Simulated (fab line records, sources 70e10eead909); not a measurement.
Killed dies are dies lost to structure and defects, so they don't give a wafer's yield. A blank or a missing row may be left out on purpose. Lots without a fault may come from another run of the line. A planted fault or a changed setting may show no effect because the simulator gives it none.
Which tool did it? | flow nand_harc | 7 lots, 21 wafers sampled, at 5 steps of a route of 1302

WHAT THE GAUGES READ, wafer by wafer
NHARC_P_M0_CD_MEAS_09: target cd 90 nm.
lot  | measured     | on        | cd_nm (nm)
L975 | day 6 14:46  | cd_sem-01 | 90.0 90.5 90.6
L977 | day 7 04:21  | cd_sem-03 | 88.9 88.5 89.3
L980 | day 8 13:54  | cd_sem-01 | 89.7 89.7 89.1
L982 | day 9 06:49  | cd_sem-01 | 89.4 89.4 89.8
L987 | day 11 08:08 | cd_sem-02 | 89.5 89.4 90.0
L991 | day 13 04:17 | cd_sem-01 | 90.1 90.7 90.4
L997 | day 15 12:35 | cd_sem-01 | 90.0 90.7 90.5

WHICH TOOL RAN EACH LOT (tool, then ch and the chambers of the sampled wafers, then the start)
lot  | NHARC_P_CONTACT_DESCUM_17          | NHARC_P_CONTACT_ETCH_18                       | NHARC_P_CONTACT_DEGAS_38     | NHARC_P_M0_EXPOSE_06
L975 | rie_diel-04 ch 0,2, day 6 10:38    | rie_diel-04 ch 0,1, day 6 12:22 or earlier    | pvd_sputter-02, day 6 12:22  | arfi_scanner-02 ch 0, day 6 14:37
L977 | rie_diel-04 ch 0,1,2, day 7 00:11  | rie_diel-04 ch 0,1,2, day 7 01:58 or earlier  | pvd_sputter-01, day 7 01:58  | arfi_scanner-02 ch 0, day 7 04:13
L980 | rie_diel-04 ch 1,2,3, day 8 09:52  | rie_diel-10 ch 2,3, day 8 10:22               | pvd_sputter-01, day 8 11:31  | arfi_scanner-03 ch 0, day 8 13:46
L982 | rie_diel-09 ch 1,3, day 9 02:56    | rie_diel-09 ch 0,1, day 9 04:30 or earlier    | pvd_sputter-03, day 9 04:30  | arfi_scanner-02 ch 0, day 9 06:41
L987 | rie_diel-09 ch 3, day 11 03:04     | rie_diel-09 ch 3, day 11 04:27                | pvd_sputter-03, day 11 05:51 | arfi_scanner-03 ch 0, day 11 08:00
L991 | rie_diel-09 ch 0,2,3, day 13 00:26 | rie_diel-09 ch 0,2, day 13 02:01 or earlier   | pvd_sputter-01, day 13 02:01 | arfi_scanner-03 ch 0, day 13 04:08
L997 | rie_diel-10 ch 0,2, day 15 08:37   | rie_diel-10 ch 0,2,3, day 15 10:12 or earlier | pvd_sputter-03, day 15 10:12 | arfi_scanner-01 ch 0, day 15 12:28
- NHARC_P_CONTACT_DESCUM_17: chemistry O2, time 3 s.
- NHARC_P_CONTACT_ETCH_18: etches the open film in C4F8/O2/Ar, target depth 481 nm, time 240.5 s.
- NHARC_P_CONTACT_DEGAS_38: time 60 s.
- NHARC_P_M0_EXPOSE_06: exposes mask P M0, target cd 90 nm.

THE ANSWER, worked out from the rows above alone
Rule: what is usual is taken from the lots themselves. Put in order of their means at a reading, lots are off if they are a third of the lots or fewer, leave a main group of 4 or more, and stand apart from it by a gap of 3 or more times the standard deviation of the main group's means; of several such gaps the widest counts. A main group whose means are all the same, to the digits that the tables above print for the reading, isn't used. A lot without any number at a reading at which 4 lots or more have one is off too. The other lots that the step has rows for count as sound.
No lot is off at any reading shown: from this, nothing can be told.

WHAT THE SIMULATOR HAD PUT IN
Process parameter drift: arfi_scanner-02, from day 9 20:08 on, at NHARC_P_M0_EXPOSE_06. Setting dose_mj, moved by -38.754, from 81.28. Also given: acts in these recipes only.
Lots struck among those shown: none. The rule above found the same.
